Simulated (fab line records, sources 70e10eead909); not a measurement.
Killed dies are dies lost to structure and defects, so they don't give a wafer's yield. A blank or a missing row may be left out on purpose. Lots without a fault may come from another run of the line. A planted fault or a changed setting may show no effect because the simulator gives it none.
Which tool did it? | flow nand_harc | 12 lots, 36 wafers sampled, at 1 step of a route of 1159

WHAT THE GAUGES READ, wafer by wafer
NHARC_P_GATE_CD_MEAS_26: target cd 120 nm.
lot  | measured     | on        | cd_nm (nm)
L074 | day 4 20:28  | cd_sem-03 | 120.8 120.1 120.7
L077 | day 5 08:30  | cd_sem-03 | 121.4 121.4 120.7
L079 | day 5 22:28  | cd_sem-02 | 121.7 120.8 121.4
L081 | day 6 09:43  | cd_sem-01 | 120.8 120.8 119.4
L083 | day 6 23:25  | cd_sem-01 | 120.5 120.2 120.0
L087 | day 7 19:47  | cd_sem-02 | 120.2 120.8 120.3
L086 | day 7 20:43  | cd_sem-03 | 118.2 119.0 119.3
L089 | day 8 11:56  | cd_sem-02 | 120.3 119.9 119.3
L091 | day 9 01:17  | cd_sem-01 | 121.1 120.8 121.1
L093 | day 9 06:39  | cd_sem-02 | 120.6 120.5 121.5
L095 | day 9 16:41  | cd_sem-02 | 118.7 119.0 119.4
L097 | day 10 12:39 | cd_sem-02 | 120.5 120.8 121.2

WHICH TOOL RAN EACH LOT (tool, then ch and the chambers of the sampled wafers, then the start)
The record holds no process step before these readings.

THE ANSWER, worked out from the rows above alone
Rule: what is usual is taken from the lots themselves. Put in order of their means at a reading, lots are off if they are a third of the lots or fewer, leave a main group of 4 or more, and stand apart from it by a gap of 3 or more times the standard deviation of the main group's means; of several such gaps the widest counts. A main group whose means are all the same, to the digits that the tables above print for the reading, isn't used. A lot without any number at a reading at which 4 lots or more have one is off too. The other lots that the step has rows for count as sound.
No lot is off at any reading shown: from this, nothing can be told.

WHAT THE SIMULATOR HAD PUT IN
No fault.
